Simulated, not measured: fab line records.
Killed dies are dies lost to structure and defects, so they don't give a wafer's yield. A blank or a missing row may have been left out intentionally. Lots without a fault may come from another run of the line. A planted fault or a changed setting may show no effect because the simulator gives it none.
Chamber matching -- flow n5_finfet -- rie_diel-03 running N5_BEOL_M5_VIA_ETCH_34: 4 sister chambers
The step etches SiCOH lowk in C4F6/O2, target depth 88.3 nm, time 39.2 s. 14 wafers are shown with their chamber, then 7 later ones without.

## WAFERS WITH THEIR CHAMBER
wafer,chamber,throttle_valve_pct (%),rf_vpp_V (V),showerhead_plenum_p_Torr (Torr)
L074.1,3,20.29,657,2.77
L074.3,1,20.94,657,2.79
L074.6,3,20.29,659,2.77
L075.1,1,20.97,656,2.79
L075.4,2,21.09,684,2.84
L075.5,3,20.32,658,2.77
L078.1,0,21.28,650,2.85
L078.5,0,21.28,651,2.85
L078.6,3,20.30,658,2.77
L082.3,2,21.13,682,2.83
L082.5,3,20.31,658,2.76
L082.6,1,20.98,656,2.78
L084.2,1,20.98,656,2.78
L084.3,2,21.13,681,2.83

SIGNATURES (averages over the wafers above)
reading,chamber 0,chamber 1,chamber 2,chamber 3,scatter within a chamber
throttle_valve_pct,21.2800,20.9675,21.1167,20.3020,0.0168
rf_vpp_V,650.50,656.25,682.33,658.00,0.89
showerhead_plenum_p_Torr,2.8500,2.7850,2.8333,2.7680,0.00497
Rule: a wafer's distance from a chamber is the root of the sum, over the readings, of the square of ((its reading less the chamber's mean) divided by the reading's scatter). The wafer belongs to the nearest chamber; if the next one is less than 2 further off, it can't be placed. The scatter: the root of (the sum of the squares of (reading less its chamber's mean) over the shown wafers, divided by (wafers less chambers)).

## WAFERS MISSING THEIR CHAMBER
wafer,throttle_valve_pct (%),rf_vpp_V (V),showerhead_plenum_p_Torr (Torr)
L084.5,21.13,683,2.83
L090.4,20.34,658,2.76
L090.5,20.99,657,2.78
L090.6,21.13,683,2.82
L093.2,20.91,649,2.84
L093.4,21.02,656,2.78
L093.5,20.98,657,2.77

## EACH ONE'S CHAMBER
wafer,from the rows above,in truth
L084.5,2,2
L090.4,3,3
L090.5,1,1
L090.6,2,2
L093.2,1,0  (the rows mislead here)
L093.4,1,1
L093.5,1,1
Correct placement for 6 of the 7. Can't be placed from these rows: 0. Wrongly placed: 1.
